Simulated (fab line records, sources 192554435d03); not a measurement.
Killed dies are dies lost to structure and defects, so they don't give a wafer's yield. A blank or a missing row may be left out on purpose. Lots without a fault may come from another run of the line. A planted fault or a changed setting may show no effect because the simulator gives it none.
Chamber matching | flow n5_finfet | N5_BEOL_M4_STRIP_36 on rie_diel-02: 4 sister chambers
The step strips in N2/H2. 14 wafers are shown with their chamber, then 7 later ones without.

WAFERS WITH THEIR CHAMBER
wafer  | chamber | drypump_motor_current_A (A) | throttle_valve_pct (%) | showerhead_plenum_p_Torr (Torr)
L075.3 | 1       | 5.0                         | 23.26                  | 2.58
L075.4 | 3       | 5.4                         | 23.34                  | 2.57
L075.6 | 1       | 5.0                         | 23.24                  | 2.58
L081.1 | 0       | 5.7                         | 24.10                  | 2.43
L081.2 | 2       | 5.9                         | 23.68                  | 2.64
L081.5 | 2       | 5.9                         | 23.70                  | 2.64
L083.1 | 1       | 5.0                         | 23.30                  | 2.58
L083.2 | 0       | 5.7                         | 24.11                  | 2.43
L083.5 | 2       | 6.0                         | 23.67                  | 2.63
L084.1 | 3       | 5.4                         | 23.35                  | 2.56
L084.5 | 2       | 5.9                         | 23.71                  | 2.63
L084.6 | 3       | 5.4                         | 23.38                  | 2.56
L088.2 | 1       | 5.0                         | 23.28                  | 2.57
L088.5 | 0       | 5.7                         | 24.13                  | 2.42

SIGNATURES (means of the wafers above)
reading                  | chamber 0 | chamber 1 | chamber 2 | chamber 3 | scatter within a chamber
drypump_motor_current_A  | 5.700     | 5.000     | 5.925     | 5.400     | 0.0274
throttle_valve_pct       | 24.1133   | 23.2700   | 23.6900   | 23.3567   | 0.0208
showerhead_plenum_p_Torr | 2.4267    | 2.5775    | 2.6350    | 2.5633    | 0.00555
Rule: a wafer's distance from a chamber is the root of the sum, over the readings, of the square of ((its reading less the chamber's mean) divided by the reading's scatter). The wafer belongs to the nearest chamber; if the next one is less than 2 further off, it can't be placed. The scatter: the root of (the sum of the squares of (reading less its chamber's mean) over the shown wafers, divided by (wafers less chambers)).

WAFERS WITHOUT THEIR CHAMBER
wafer  | drypump_motor_current_A (A) | throttle_valve_pct (%) | showerhead_plenum_p_Torr (Torr)
L088.6 | 5.0                         | 23.30                  | 2.57
L090.2 | 5.7                         | 24.12                  | 2.42
L090.3 | 5.4                         | 23.40                  | 2.56
L090.4 | 5.9                         | 23.73                  | 2.63
L089.3 | 5.7                         | 24.15                  | 2.42
L089.4 | 5.4                         | 23.37                  | 2.56
L089.5 | 5.9                         | 23.71                  | 2.63

WHICH CHAMBER EACH WENT THROUGH
wafer  | from the rows above | in truth
L088.6 | 1                   | 1
L090.2 | 0                   | 0
L090.3 | 3                   | 3
L090.4 | 2                   | 2
L089.3 | 0                   | 0
L089.4 | 3                   | 3
L089.5 | 2                   | 2
Placed correctly: 7 of 7. Can't be placed from these rows: 0. Placed wrongly: 0.
